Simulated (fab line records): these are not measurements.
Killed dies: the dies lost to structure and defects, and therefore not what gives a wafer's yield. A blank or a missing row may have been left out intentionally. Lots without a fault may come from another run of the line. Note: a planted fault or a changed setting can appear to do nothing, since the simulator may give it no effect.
fab line records	flow n5_finfet	part 1 of 2: steps 1 to 4 of 6
record lots=20	wafers=60	last_day=18
route steps=1938 shown BEOL_M0@748 BEOL_M1@753
lots that met no fault: taken from a fault-free run of the same line
start_h: hours from the record's first day to the start of the lot's first wafer shown	wait_h: how many hours have passed since the lot's step before this one	" unchanged from the row above	L1.1+2: a single row standing in for several wafers	- no value present, or no start provided	* or withheld: withheld	< > ~ a bound
route shown NAME@n: NAME is a module with steps in the file, n the number in the route of the first one	usual: average and standard deviation across the fault-free wafers	same: alike in all rows	chamber/n: place in a boat	sites: readings site by site	_std_site: the standard deviation of these	_edge_site: the outer-site mean with the inner-site mean subtracted	radius_mm: for every site, how far away it sits from the centre of the wafer	mask NAME#n: copy n	behind: the tool/chamber that last shaped the wafer	hold: reason for holding the lot/hours on hold/outcome of the hold	device: names the non-switching transistor (n, p or np)	end of line: the route-end tests of the same wafers	a step given without rows: its recipe and nothing more	killed: dies lost to structure and defects at the first sort, not the wafer's yield	map: shows each die of a wafer: x if killed, . if not, _ if none is there
set.NAME: the setting as run; set.NAME@STEP: as run at that earlier step	model.NAME: the simulator's own value behind a step, which no gauge read
route steps across a sampled set of lots; one table per step, one row per wafer
services: from which hour (start_h, from the record's first day; less than 0 if before it) a tool's chamber was out of use, for how many hours, and why
## steps
# step N5_BEOL_M0_DEP_125
# recipe material=SiCN	target_thk_a=80	temp_c=withheld	precursor=3MS/NH3	pressure_torr=3	rf_w=202	time_s=14
# usual rf_fwd_power_W=199.4/0.82	showerhead_plenum_p_Torr=3.661/0.021	throttle_valve_pct=9.3/0.6
lot.wafer	tool	chamber	start_h	wait_h	rf_fwd_power_W	showerhead_plenum_p_Torr	since_wet_clean_h	throttle_valve_pct
L074.1	pecvd-02	2	129.74	0.0	200.0	3.681	442	9.2
L074.4	"	1	"	"	199.6	3.679	-	9.8
L074.5	"	0	"	"	196.9	3.649	-	9.3
L076.1	pecvd-04	0	134.31	0.0	199.4	3.616	657	9.3
L076.3	"	1	"	"	199.3	3.671	1382	9.1
L076.5	"	2	"	"	198.2	3.660	-	10.9
L078.1	pecvd-02	2	146.26	0.0	199.3	3.681	459	9.2
L078.4	"	2	"	"	200.0	3.673	-	9.1
L078.5	"	1	"	"	198.5	3.670	-	9.5
L077.1	pecvd-04	1	153.23	0.0	198.8	3.659	1401	9.2
L077.5	"	2	"	"	199.5	3.671	-	10.8
L077.6	"	1	"	"	198.3	3.667	-	8.9
L079.2	pecvd-02	2	156.84	0.0	198.2	3.685	469	9.2
L079.4	"	2	"	"	199.7	3.677	-	9.1
L079.6	"	0	"	"	198.0	3.660	-	9.2
L080.1	pecvd-02	1	162.00	0.0	198.2	3.666	1953	9.6
L080.2	"	2	"	"	200.4	3.682	474	9.5
L080.5	"	0	"	"	199.1	3.649	-	9.2
L081.1	pecvd-02	2	165.72	0.0	200.5	3.669	478	9.1
L081.2	"	0	"	"	198.7	3.652	1232	9.3
L081.5	"	0	"	"	198.2	3.644	-	9.4
L082.2	pecvd-03	1	170.78	0.0	199.2	3.669	1781	9.1
L082.4	"	2	"	"	200.0	3.666	-	8.1
L082.5	"	0	"	"	199.6	3.674	-	10.0
L084.1	pecvd-02	0	183.48	0.0	198.5	3.659	1250	9.0
L084.4	"	2	"	"	200.1	3.680	-	9.2
L084.5	"	1	"	"	198.0	3.684	-	9.9
L085.2	pecvd-04	0	192.13	0.0	200.0	3.614	715	9.3
L085.5	"	1	"	"	199.9	3.670	-	9.1
L085.6	"	0	"	"	198.2	3.604	-	9.4
L087.3	pecvd-04	0	194.84	0.0	199.0	3.610	717	9.5
L087.5	"	1	"	"	200.2	3.667	-	9.3
L087.6	"	2	"	"	199.5	3.673	-	10.7
L086.1	pecvd-03	1	200.20	0.0	200.1	3.662	1810	9.0
L086.3	"	1	"	"	200.3	3.663	-	9.1
L086.4	"	0	"	"	200.4	3.672	-	10.1
L088.1	pecvd-04	1	205.40	0.0	200.5	3.658	1453	8.9
L088.2	"	0	"	"	200.0	3.613	728	9.3
L088.3	"	0	"	"	201.0	3.616	-	9.4
L091.1	pecvd-03	2	222.38	0.0	199.2	3.664	354	8.0
L091.4	"	0	"	"	199.8	3.679	-	9.9
L091.5	"	1	"	"	198.9	3.663	-	9.0
L092.1	pecvd-04	1	229.53	0.0	199.7	3.675	1477	9.1
L092.4	"	0	"	"	198.7	3.619	-	9.2
L092.5	"	0	"	"	199.4	3.620	-	9.3
L093.1	pecvd-02	1	233.48	0.0	199.0	3.675	2025	9.6
L093.4	"	2	"	"	199.3	3.673	-	9.3
L093.6	"	1	"	"	198.3	3.666	-	9.4
L095.3	pecvd-04	1	246.46	0.0	199.7	3.669	1494	9.0
L095.5	"	2	"	"	199.6	3.662	-	8.1
L095.6	"	0	"	"	199.0	3.625	-	9.4
L094.1	pecvd-03	0	247.51	0.0	200.3	3.683	1133	9.9
L094.5	"	0	"	"	199.3	3.686	-	9.8
L094.6	"	2	"	"	199.1	3.668	-	8.2
L096.1	pecvd-03	2	253.78	0.0	199.5	3.678	385	8.2
L096.3	"	0	"	"	199.6	3.669	1139	10.2
L096.5	"	2	"	"	200.0	3.669	-	8.2
L097.2	pecvd-02	1	260.16	0.0	199.0	3.670	2052	9.4
L097.4	"	0	"	"	199.0	3.644	-	9.2
L097.6	"	1	"	"	199.0	3.676	-	9.7
# step N5_BEOL_M1_PECVD_72
# recipe material=SiO2	target_thk_a=160	temp_c=400	precursor=TEOS/O2	pressure_torr=5.5	rf_w=450	teos_flow_sccm=53.8	gas=O2	flow_sccm=3000	time_s=18
# usual heater_power_w=695/55	rf_fwd_power_W=444.9/2	showerhead_plenum_p_Torr=8.81/0.039	throttle_valve_pct=22.6/1.6
lot.wafer	tool	chamber	start_h	wait_h	heater_power_w	rf_fwd_power_W	showerhead_plenum_p_Torr	since_wet_clean_h	throttle_valve_pct
L074.1	pecvd-02	1	129.97	0.0	705	443.5	8.85	1921	23.6
L074.4	"	1	"	"	714	443.6	8.85	-	23.3
L074.5	"	2	"	"	735	443.9	8.83	-	22.8
L076.1	pecvd-02	2	134.55	0.0	720	442.7	8.83	447	22.7
L076.3	"	0	"	"	726	443.4	8.74	1201	22.7
L076.5	"	0	"	"	777	442.6	8.73	-	22.7
L078.1	pecvd-01	2	146.51	0.0	681	447.4	8.78	87	20.6
L078.4	"	1	"	"	802	443.7	8.76	-	23.2
L078.5	"	2	"	"	709	445.4	8.80	-	20.6
L077.1	pecvd-03	0	153.48	0.0	714	446.1	8.86	1039	24.8
L077.5	"	0	"	"	721	446.3	8.86	-	24.8
L077.6	"	1	"	"	616	443.2	8.79	-	22.6
L079.2	pecvd-01	2	157.07	0.0	814	446.9	8.81	97	20.6
L079.4	"	1	"	"	739	445.8	8.76	-	23.5
L079.6	"	2	"	"	820	445.0	8.82	-	20.6
L080.1	pecvd-03	0	162.25	0.0	679	445.1	8.86	1047	25.1
L080.2	"	1	"	"	632	443.2	8.81	1772	22.6
L080.5	"	0	"	"	682	446.6	8.86	-	24.8
L081.1	pecvd-01	2	165.97	0.0	766	445.9	8.80	106	20.6
L081.2	"	1	"	"	662	445.4	8.76	1595	23.7
L081.5	"	2	"	"	762	447.9	8.80	-	20.6
L082.2	pecvd-03	0	171.02	0.0	751	446.0	8.86	1056	24.8
L082.4	"	1	"	"	569	447.1	8.79	-	22.5
L082.5	"	2	"	"	663	445.4	8.77	-	20.2
L084.1	pecvd-03	1	183.71	0.0	614	444.1	8.79	1794	22.3
L084.4	"	2	"	"	594	445.5	8.81	-	19.9
L084.5	"	1	"	"	601	445.1	8.81	-	22.4
L085.2	pecvd-01	2	192.36	0.0	733	446.5	8.82	133	20.3
L085.5	"	1	"	"	681	449.8	8.78	-	23.6
L085.6	"	2	"	"	750	446.6	8.82	-	20.8
L087.3	pecvd-03	1	195.11	0.1	685	443.0	8.81	-	22.5
L087.5	"	1	"	"	694	444.0	8.78	-	22.5
L087.6	"	0	"	"	655	444.4	8.85	-	24.9
L086.1	pecvd-01	1	200.46	0.0	740	446.1	8.78	1629	23.2
L086.3	"	1	"	"	742	445.6	8.79	-	23.4
L086.4	"	0	"	"	686	441.4	8.88	-	22.9
L088.1	pecvd-02	1	205.68	0.0	595	441.4	8.85	1997	23.7
L088.2	"	2	"	"	763	443.0	8.86	518	22.8
L088.3	"	0	"	"	778	440.8	8.74	1272	22.7
L091.1	pecvd-03	2	222.61	0.0	684	445.1	8.78	354	19.9
L091.4	"	2	"	"	683	444.7	8.81	-	19.9
L091.5	"	1	"	"	721	444.9	8.78	-	22.6
L092.1	pecvd-03	1	229.78	0.0	617	447.3	8.78	1840	22.2
L092.4	"	1	"	"	624	448.2	8.78	-	22.5
L092.5	"	2	"	"	629	444.8	8.81	-	19.9
L093.1	pecvd-02	0	233.71	0.0	704	441.9	8.75	1300	22.7
L093.4	"	1	"	"	696	441.5	8.83	-	23.9
L093.6	"	0	"	"	693	439.7	8.74	-	22.6
L095.3	pecvd-03	1	246.69	0.0	693	444.7	8.80	1857	22.2
L095.5	"	1	"	"	679	445.0	8.81	-	22.4
L095.6	"	0	"	"	682	447.4	8.84	-	24.8
L094.1	pecvd-01	2	247.75	0.0	787	450.5	8.82	188	20.9
L094.5	"	1	"	"	796	447.1	8.76	-	23.7
L094.6	"	2	"	"	782	448.6	8.81	-	20.9
L096.1	pecvd-03	1	254.02	0.0	703	444.5	8.80	1864	22.6
L096.3	"	2	"	"	682	445.0	8.78	385	20.2
L096.5	"	0	"	"	657	444.3	8.85	-	24.6
L097.2	pecvd-02	1	260.40	0.0	678	444.3	8.84	2052	23.7
L097.4	"	1	"	"	678	443.3	8.85	-	23.7
L097.6	"	2	"	"	615	444.8	8.86	-	23.0
# step N5_BEOL_M1_CD_MEAS_11
# recipe target_cd_nm=17.05	landing_energy_ev=500	detector=se_inlens	polarity=opening
# usual cd_nm=16.98/0.27
# same landing_energy_ev=500
lot.wafer	tool	chamber	start_h	wait_h	cd_nm
L074.1	cd_sem-02	0	130.54	-	17.10
L074.4	"	0	"	"	17.06
L074.5	"	0	"	"	16.74
L076.1	cd_sem-01	0	136.68	-	16.97
L076.3	"	0	"	"	17.01
L076.5	"	0	"	"	17.09
L078.1	cd_sem-01	0	148.73	-	16.66
L078.4	"	0	"	"	16.59
L078.5	"	0	"	"	16.52
L077.1	cd_sem-02	0	157.56	-	16.86
L077.5	"	0	"	"	17.19
L077.6	"	0	"	"	17.22
L079.2	cd_sem-01	0	158.29	-	17.04
L079.4	"	0	"	"	16.98
L079.6	"	0	"	"	16.77
L080.1	cd_sem-02	0	163.00	-	17.32
L080.2	"	0	"	"	16.99
L080.5	"	0	"	"	17.01
L081.1	cd_sem-02	0	166.76	-	17.10
L081.2	"	0	"	"	16.75
L081.5	"	0	"	"	17.06
L082.2	cd_sem-02	0	172.38	-	16.88
L082.4	"	0	"	"	16.44
L082.5	"	0	"	"	16.64
L084.1	cd_sem-02	0	187.25	-	17.09
L084.4	"	0	"	"	17.23
L084.5	"	0	"	"	16.98
L085.2	cd_sem-01	0	192.96	-	17.04
L085.5	"	0	"	"	17.24
L085.6	"	0	"	"	17.08
L087.3	cd_sem-01	0	195.56	-	16.78
L087.5	"	0	"	"	16.72
L087.6	"	0	"	"	16.91
L086.1	cd_sem-01	0	202.65	-	17.14
L086.3	"	0	"	"	16.89
L086.4	"	0	"	"	17.15
L088.1	cd_sem-01	0	208.34	-	17.15
L088.2	"	0	"	"	16.79
L088.3	"	0	"	"	16.73
L091.1	cd_sem-02	0	223.20	-	17.33
L091.4	"	0	"	"	17.17
L091.5	"	0	"	"	16.93
L092.1	cd_sem-02	0	231.13	-	17.15
L092.4	"	0	"	"	17.20
L092.5	"	0	"	"	16.92
L093.1	cd_sem-02	0	234.66	-	16.94
L093.4	"	0	"	"	16.72
L093.6	"	0	"	"	16.76
L095.3	cd_sem-02	0	248.13	-	16.98
L095.5	"	0	"	"	17.19
L095.6	"	0	"	"	16.82
L094.1	cd_sem-01	0	250.89	-	17.29
L094.5	"	0	"	"	17.29
L094.6	"	0	"	"	17.49
L096.1	cd_sem-01	0	256.77	-	17.25
L096.3	"	0	"	"	17.48
L096.5	"	0	"	"	17.39
L097.2	cd_sem-02	0	264.76	-	17.19
L097.4	"	0	"	"	17.18
L097.6	"	0	"	"	17.21
# step N5_BEOL_M1_DESCUM_16
# recipe chemistry=O2	time_s=7	source_power_w=50	bias_power_w=20	pressure_mtorr=20	rf_frequency_hz=2.712e+07	temp_c=40	resist=CAR-EUV	o2_flow_sccm=225
# usual drypump_motor_current_A=5.7/0.52	oes_product_au=0.74/0.068	rf_fwd_power_W=49.44/0.27	rf_vpp_V=242.9/1.2	showerhead_plenum_p_Torr=2.08/0.058	throttle_valve_pct=20.58/0.26
lot.wafer	tool	chamber	start_h	wait_h	drypump_motor_current_A	oes_product_au	rf_fwd_power_W	rf_hours_counter_h	rf_vpp_V	showerhead_plenum_p_Torr	throttle_valve_pct
L074.1	rie_diel-02	0	130.90	0.3	6.0	0.73	49.64	200	243.3	2.07	20.80
L074.4	"	1	"	"	5.9	0.70	49.76	248	240.1	1.96	20.31
L074.5	"	0	"	"	6.0	0.73	49.47	-	242.7	2.07	20.81
L076.1	rie_diel-02	1	136.83	0.1	5.9	0.70	49.23	250	240.8	1.96	20.33
L076.3	"	0	"	"	6.0	0.73	49.65	201	243.5	2.07	20.80
L076.5	"	1	"	"	5.9	0.70	49.50	-	242.5	1.96	20.31
L078.1	rie_diel-02	3	148.85	0.0	4.8	0.74	49.60	175	243.1	2.09	20.65
L078.4	"	0	"	"	6.0	0.72	49.42	-	243.1	2.07	20.82
L078.5	"	2	"	"	5.6	0.76	49.63	-	243.3	2.11	20.25
L077.1	rie_diel-02	2	157.72	0.1	5.6	0.75	49.79	131	243.6	2.11	20.25
L077.5	"	0	"	"	6.0	0.72	49.37	-	242.4	2.07	20.81
L077.6	"	1	"	"	5.9	1.00	49.48	-	246.0	2.23	19.97
L079.2	rie_diel-02	1	158.53	0.2	5.9	1.00	49.37	1	245.3	2.23	19.98
L079.4	"	3	"	"	4.8	0.74	49.33	180	241.2	2.09	20.65
L079.6	"	2	"	"	5.6	0.75	49.44	-	242.4	2.11	20.23
L080.1	rie_diel-05	2	163.13	0.0	5.5	0.70	48.91	237	243.1	2.06	20.36
L080.2	"	1	"	"	6.7	0.70	49.75	203	243.2	2.07	20.66
L080.5	"	3	"	"	5.6	0.71	49.28	-	242.7	2.08	20.94
L081.1	rie_diel-04	1	166.90	0.0	6.6	0.78	49.28	156	242.2	2.01	20.57
L081.2	"	2	"	"	5.5	0.76	48.85	164	244.0	2.18	20.52
L081.5	"	2	"	"	5.5	0.76	48.97	-	244.1	2.18	20.50
L082.2	rie_diel-05	0	172.51	0.0	5.4	0.69	49.58	212	242.8	2.07	20.55
L082.4	"	2	"	"	5.5	0.70	48.77	240	242.7	2.05	20.35
L082.5	"	3	"	"	5.6	0.72	49.35	-	242.6	2.07	20.94
L084.1	rie_diel-04	3	187.38	0.0	5.6	0.69	49.44	243	240.4	1.97	20.80
L084.4	"	1	"	"	6.5	0.76	49.49	162	241.9	2.01	20.60
L084.5	"	2	"	"	5.5	0.76	48.80	-	244.8	2.18	20.50
L085.2	rie_diel-02	3	193.08	0.0	4.8	0.73	49.42	189	242.1	2.08	20.67
L085.5	"	2	"	"	5.6	0.75	49.97	-	242.4	2.11	20.26
L085.6	"	3	"	"	4.7	0.73	49.53	-	242.4	2.08	20.68
L087.3	rie_diel-04	3	195.68	0.0	5.7	0.68	49.42	245	240.0	1.97	20.83
L087.5	"	0	"	"	6.1	0.72	49.46	-	244.0	2.08	20.59
L087.6	"	3	"	"	5.7	0.69	49.42	-	241.7	1.97	20.81
L086.1	rie_diel-04	0	202.78	0.0	6.1	0.72	49.65	187	243.3	2.08	20.60
L086.3	"	3	"	"	5.7	0.68	49.47	248	240.6	1.97	20.84
L086.4	"	2	"	"	5.5	0.75	48.64	175	244.1	2.18	20.50
L088.1	rie_diel-04	2	209.17	0.7	5.5	0.75	48.83	177	243.4	2.18	20.53
L088.2	"	3	"	"	5.7	0.69	49.77	250	239.9	1.97	20.85
L088.3	"	0	"	"	6.1	0.72	49.12	189	243.3	2.08	20.61
L091.1	rie_diel-05	0	223.32	0.0	5.4	0.68	49.39	227	241.8	2.06	20.56
L091.4	"	3	"	"	5.6	0.70	49.48	-	241.7	2.07	20.97
L091.5	"	1	"	"	6.6	0.70	49.60	-	243.0	2.06	20.67
L092.1	rie_diel-02	3	231.26	0.0	4.7	0.72	49.44	203	241.4	2.08	20.70
L092.4	"	0	"	"	6.0	0.70	49.43	229	241.3	2.06	20.87
L092.5	"	3	"	"	4.8	0.73	49.53	-	242.9	2.08	20.70
L093.1	rie_diel-02	3	234.79	0.0	4.8	0.72	49.64	204	242.3	2.08	20.69
L093.4	"	0	"	"	6.0	0.71	49.61	230	243.8	2.06	20.85
L093.6	"	1	"	"	5.9	0.90	49.85	-	245.0	2.22	20.01
L095.3	rie_diel-05	3	248.25	0.0	5.6	0.70	49.59	219	241.2	2.07	20.98
L095.5	"	0	"	"	5.4	0.68	49.40	-	241.9	2.06	20.57
L095.6	"	3	"	"	5.6	0.71	49.58	-	243.7	2.07	20.98
L094.1	rie_diel-05	3	251.01	0.0	5.6	0.71	49.63	220	241.9	2.07	20.96
L094.5	"	3	"	"	5.6	0.71	49.64	-	243.1	2.07	20.98
L094.6	"	2	"	"	5.5	0.94	48.79	-	243.3	2.05	20.01
L096.1	rie_diel-05	0	256.89	0.0	5.4	0.67	49.65	236	242.1	2.06	20.57
L096.3	"	2	"	"	5.5	0.93	48.81	9	243.4	2.05	20.02
L096.5	"	0	"	"	5.4	0.67	49.80	-	243.0	2.06	20.57
L097.2	rie_diel-02	0	264.96	0.1	6.0	0.70	49.34	238	242.2	2.06	20.86
L097.4	"	1	"	"	5.9	0.89	49.54	33	246.2	2.21	20.02
L097.6	"	3	"	"	4.7	0.71	49.32	-	243.7	2.08	20.70
